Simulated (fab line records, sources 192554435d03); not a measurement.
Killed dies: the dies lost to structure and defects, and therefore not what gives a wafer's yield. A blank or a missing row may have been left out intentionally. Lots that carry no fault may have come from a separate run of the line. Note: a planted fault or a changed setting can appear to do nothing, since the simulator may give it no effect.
Split-lot experiment + flow n5Finfet + 21 wafers read from 7 lots, route of 1938 steps

== ABOUT THE SPLIT ==
At N5_BEOL_M8_TRENCH_ETCH_37 (etches SiCOH lowk in C4F6/O2, target depth 93.478 nm, time 31.2 s), the setting sourceW was moved away from the recipe's 345 W on 7 of the 21 wafers read, by -17.5% to +15.1%. This setting was run at the recipe's value on the other wafers.

== FROM THE SPLIT TO THE READING: what the file shows between them, 2 steps ==
- N5_BEOL_M8_ETCH_41: etches SiCN in CH3F/O2, target depth 31.9 nm, time 57.8 s
- N5_BEOL_M8_STRIP_80: strips in N2/H2, time 10 s

== THE READING ==
trenchDepthNm, in nm, at N5_BEOL_M8_OCD_MEAS_38. On this fab line, fault-free wafers typically give 92.9 nm with a standard deviation of 1.8 nm.

| wafer  | tool, chamber at the split | sourceW as run, W | against the recipe | trenchDepthNm, nm | against lot-mates on the recipe |
|--------|----------------------------|-------------------|--------------------|-------------------|---------------------------------|
| L077.1 | rieDiel-05, 1              | 397               | +15.1%             | 96.2              | +4.4                            |
| L077.2 | rieDiel-05, 2              | 397               | +15.1%             | 98.7              | +6.9                            |
| L077.6 | rieDiel-05, 0              | 345               | recipe             | 91.8              | -                               |
| L078.1 | rieDiel-01, 1              | 284.5             | -17.5%             | 83.2              | -9.9                            |
| L078.2 | rieDiel-01, 2              | 345               | recipe             | 95.0              | -                               |
| L078.5 | rieDiel-01, 0              | 345               | recipe             | 91.2              | -                               |
| L085.1 | rieDiel-01, 2              | 345               | recipe             | 94.0              | -                               |
| L085.3 | rieDiel-01, 1              | 345               | recipe             | 90.7              | -                               |
| L085.6 | rieDiel-01, 1              | 345               | recipe             | 91.1              | -                               |
| L086.1 | rieDiel-04, 0              | 396.8             | +15.0%             | 100.0             | +9.0                            |
| L086.4 | rieDiel-04, 2              | 345               | recipe             | 91.3              | -                               |
| L086.5 | rieDiel-04, 2              | 345               | recipe             | 90.8              | -                               |
| L087.3 | rieDiel-01, 2              | 345               | recipe             | 94.8              | -                               |
| L087.5 | rieDiel-01, 3              | 345               | recipe             | 92.1              | -                               |
| L087.6 | rieDiel-01, 1              | 345               | recipe             | 91.2              | -                               |
| L092.3 | rieDiel-04, 1              | 345               | recipe             | 94.0              | -                               |
| L092.4 | rieDiel-04, 2              | 364.4             | +5.6%              | 93.2              | -1.6                            |
| L092.5 | rieDiel-04, 0              | 345               | recipe             | 95.6              | -                               |
| L095.3 | rieDiel-01, 2              | 394.1             | +14.2%             | 100.6             | +9.5                            |
| L095.4 | rieDiel-01, 0              | 394.1             | +14.2%             | 99.2              | +8.1                            |
| L095.5 | rieDiel-01, 3              | 345               | recipe             | 91.1              | -                               |

FIT RESULTS
A straight line over all 21 wafers: trenchDepthNm changes by +0.459 nm for each +1% of sourceW; r = +0.90; the points scatter about the line by 1.8 nm.
The same after taking each lot's own level away (the mean of its wafers on the recipe; 21 wafers): +0.517 nm for each +1%; r = +0.92; scatter 1.8 nm.
That fit puts the effect of the largest move of sourceW on the reading at 9.1 nm.
The span of the lots' own levels, 91.05 to 94.80 nm, comes to 2.1 times the standard deviation stated above.
Thus the slope moves with the lot-to-lot level: the two fits are different.
Check: for one of the wafers moved furthest among these (-17.5%), held out of the fit, the line's prediction against its lot-mates is -8.97 nm. It came out at -9.9 nm against them.

== ADDITIONAL SPLITS CARRIED BY THESE WAFERS ==
Before the reading, these wafers also passed through other splits. Each is held against what the fit with the lots' levels taken away leaves over:
| other split on the same wafers | wafers away from the commonest value | r with trenchDepthNm (lot level and that fit taken away) |
|--------------------------------|--------------------------------------|----------------------------------------------------------|
| N5_BEOL_M6_ETCH_62 timeS       | 4                                    | +0.27                                                    |
| N5_BEOL_M6_COAT_63 spinRpm     | 5                                    | +0.49                                                    |
| N5_BEOL_M7_EXPOSE_08 doseMj    | 10                                   | +0.25                                                    |
| N5_BEOL_M8_DESCUM_33 timeS     | 8                                    | -0.14                                                    |

== THE WHOLE CHAIN: every reading that the file lists as answering this split, in the file's order ==
| step                      | what it does                                                      | reading                                                                 | change (the file's fit)               | r (the file's) |
|---------------------------|-------------------------------------------------------------------|-------------------------------------------------------------------------|---------------------------------------|----------------|
| N5_BEOL_M8_TRENCH_ETCH_37 | etches SiCOH lowk in C4F6/O2, target depth 93.478 nm, time 31.2 s | BEOL_M8.featureDepthNm (the simulator's own value, which no gauge read) | +0.501 nm for each +1% of the setting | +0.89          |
| N5_BEOL_M8_TRENCH_ETCH_37 | etches SiCOH lowk in C4F6/O2, target depth 93.478 nm, time 31.2 s | etch.depthNm (the simulator's own value, which no gauge read)           | +0.502 nm for each +1% of the setting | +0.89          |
| N5_BEOL_M8_OCD_MEAS_38    |                                                                   | trenchDepthNm                                                           | +0.513 nm for each +1% of the setting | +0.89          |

== THE FILE'S OWN FIT ==
trenchDepthNm changes by +0.513 nm for each +1% of sourceW, r = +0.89.
